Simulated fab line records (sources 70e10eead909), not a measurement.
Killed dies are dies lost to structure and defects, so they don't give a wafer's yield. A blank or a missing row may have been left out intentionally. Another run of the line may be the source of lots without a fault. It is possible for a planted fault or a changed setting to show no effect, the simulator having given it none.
Chamber matching + flow nandHarc + 4 sister chambers for NHARC_A_STAIRCASE_DESCUM_252 on rieDiel-07
The step chemistry O2, time 3 s. 20 wafers are shown with their chamber, then 10 later ones without.

WAFERS, EACH WITH ITS CHAMBER
| wafer  | chamber | showerheadPlenumPTorr (Torr) | drypumpMotorCurrentA (A) | oesProductAu (a.u.) |
|--------|---------|------------------------------|--------------------------|---------------------|
| L074.4 | 3       | 1.96                         | 5.7                      | 0.996               |
| L074.5 | 2       | 1.82                         | 6.1                      | 0.999               |
| L074.6 | 1       | 1.80                         | 5.6                      | 0.982               |
| L076.1 | 2       | 1.82                         | 6.0                      | 0.994               |
| L076.2 | 0       | 2.07                         | 6.2                      | 1.003               |
| L076.6 | 2       | 1.82                         | 6.0                      | 0.990               |
| L080.2 | 3       | 1.96                         | 5.7                      | 1.007               |
| L080.3 | 1       | 1.80                         | 5.6                      | 0.995               |
| L080.6 | 0       | 2.07                         | 6.2                      | 0.999               |
| L079.1 | 2       | 1.82                         | 6.0                      | 1.006               |
| L079.3 | 1       | 1.80                         | 5.6                      | 0.990               |
| L079.6 | 1       | 1.80                         | 5.5                      | 0.997               |
| L078.1 | 0       | 2.07                         | 6.3                      | 1.002               |
| L078.5 | 1       | 1.80                         | 5.6                      | 0.988               |
| L078.6 | 0       | 2.07                         | 6.3                      | 0.998               |
| L078.2 | 3       | 1.96                         | 5.7                      | 0.994               |
| L078.3 | 2       | 1.82                         | 6.0                      | 0.995               |
| L078.4 | 1       | 1.80                         | 5.6                      | 0.984               |
| L087.1 | 0       | 2.07                         | 6.2                      | 1.006               |
| L087.4 | 1       | 1.79                         | 5.5                      | 0.990               |

SIGNATURES (means of the wafers above)
| reading               | chamber 0 | chamber 1 | chamber 2 | chamber 3 | scatter within a chamber |
|-----------------------|-----------|-----------|-----------|-----------|--------------------------|
| showerheadPlenumPTorr | 2.0700    | 1.7986    | 1.8200    | 1.9600    | 0.00231                  |
| drypumpMotorCurrentA  | 6.240     | 5.571     | 6.020     | 5.700     | 0.0463                   |
| oesProductAu          | 1.00160   | 0.98943   | 0.99680   | 0.99900   | 0.00537                  |
Rule: distance of a wafer from a chamber = root of the sum over the readings of ((wafer's reading minus chamber's mean) / reading's scatter) squared. The wafer belongs to the nearest chamber; if the next one is less than 2 further off, it can't be placed. The scatter: the root of (the sum of the squares of (reading less its chamber's mean) over the shown wafers, divided by (wafers less chambers)).

WAFERS WITHOUT THEIR CHAMBER
| wafer  | showerheadPlenumPTorr (Torr) | drypumpMotorCurrentA (A) | oesProductAu (a.u.) |
|--------|------------------------------|--------------------------|---------------------|
| L087.5 | 1.81                         | 6.1                      | 0.997               |
| L093.1 | 1.95                         | 5.7                      | 1.008               |
| L093.3 | 2.06                         | 6.3                      | 1.006               |
| L093.4 | 1.78                         | 5.6                      | 1.003               |
| L093.2 | 1.78                         | 5.6                      | 0.993               |
| L093.5 | 1.95                         | 5.7                      | 1.005               |
| L093.6 | 2.06                         | 6.3                      | 1.011               |
| L096.2 | 2.06                         | 6.3                      | 0.999               |
| L096.5 | 1.78                         | 5.6                      | 0.998               |
| L096.6 | 1.81                         | 6.0                      | 0.999               |

WHICH CHAMBER EACH WENT THROUGH
| wafer  | from the rows above | in truth |
|--------|---------------------|----------|
| L087.5 | 2                   | 2        |
| L093.1 | 3                   | 3        |
| L093.3 | 0                   | 0        |
| L093.4 | 1                   | 1        |
| L093.2 | 1                   | 1        |
| L093.5 | 3                   | 3        |
| L093.6 | 0                   | 0        |
| L096.2 | 0                   | 0        |
| L096.5 | 1                   | 1        |
| L096.6 | 2                   | 2        |
Placed correctly: 10 of 10. Left unplaced by these rows: 0. Wrongly placed: 0.
